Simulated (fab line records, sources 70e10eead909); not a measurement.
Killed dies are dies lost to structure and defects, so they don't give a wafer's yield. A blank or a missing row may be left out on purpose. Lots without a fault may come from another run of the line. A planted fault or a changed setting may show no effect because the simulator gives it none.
Chamber matching | flow nand_harc | NHARC_A_STAIRCASE_TRIM_20 on rie_diel-10: 4 sister chambers
The step chemistry O2, time 211.2 s. 16 wafers are shown with their chamber, then 8 later ones without.

WAFERS WITH THEIR CHAMBER
wafer  | chamber | drypump_motor_current_A (A) | showerhead_plenum_p_Torr (Torr) | oes_product_au (a.u.)
L074.3 | 3       | 5.9                         | 3.65                            | 0.997
L074.4 | 0       | 5.5                         | 3.79                            | 1.035
L074.5 | 0       | 5.4                         | 3.79                            | 1.016
L075.3 | 3       | 6.0                         | 3.65                            | 0.998
L075.4 | 2       | 5.4                         | 3.29                            | 1.013
L075.6 | 2       | 5.4                         | 3.29                            | 1.000
L083.3 | 1       | 5.8                         | 3.54                            | 1.027
L083.4 | 2       | 5.4                         | 3.81                            | 1.033
L083.6 | 1       | 5.8                         | 3.54                            | 1.018
L082.2 | 0       | 5.5                         | 3.77                            | 1.003
L082.3 | 3       | 6.0                         | 3.63                            | 0.987
L082.5 | 1       | 5.8                         | 3.54                            | 1.025
L086.1 | 3       | 6.0                         | 3.63                            | 0.999
L086.2 | 0       | 5.5                         | 3.77                            | 1.001
L086.6 | 3       | 6.0                         | 3.63                            | 0.999
L091.1 | 2       | 5.4                         | 3.79                            | 1.009

SIGNATURES (means of the wafers above)
reading                  | chamber 0 | chamber 1 | chamber 2 | chamber 3 | scatter within a chamber
drypump_motor_current_A  | 5.475     | 5.800     | 5.400     | 5.980     | 0.0359
showerhead_plenum_p_Torr | 3.7800    | 3.5400    | 3.5450    | 3.6380    | 0.148
oes_product_au           | 1.01375   | 1.02333   | 1.01375   | 0.99600   | 0.0111
Rule: a wafer's distance from a chamber is the root of the sum, over the readings, of the square of ((its reading less the chamber's mean) divided by the reading's scatter). The wafer belongs to the nearest chamber; if the next one is less than 2 further off, it can't be placed. The scatter: the root of (the sum of the squares of (reading less its chamber's mean) over the shown wafers, divided by (wafers less chambers)).

WAFERS WITHOUT THEIR CHAMBER
wafer  | drypump_motor_current_A (A) | showerhead_plenum_p_Torr (Torr) | oes_product_au (a.u.)
L091.5 | 5.5                         | 3.76                            | 0.996
L091.6 | 6.0                         | 3.62                            | 0.991
L097.3 | 5.4                         | 3.78                            | 1.015
L097.4 | 5.5                         | 3.75                            | 1.012
L097.5 | 5.5                         | 3.75                            | 1.018
L096.2 | 6.0                         | 3.61                            | 0.995
L096.4 | 5.5                         | 3.75                            | 1.011
L096.6 | 5.4                         | 3.78                            | 1.014

WHICH CHAMBER EACH WENT THROUGH
wafer  | from the rows above     | in truth
L091.5 | can't be placed: 0 or 2 | 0
L091.6 | 3                       | 3
L097.3 | can't be placed: 2 or 0 | 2
L097.4 | 0                       | 0
L097.5 | 0                       | 0
L096.2 | 3                       | 3
L096.4 | 0                       | 0
L096.6 | can't be placed: 2 or 0 | 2
Placed correctly: 5 of 8. Can't be placed from these rows: 3 (the true chamber is among the candidates in 3). Placed wrongly: 0.
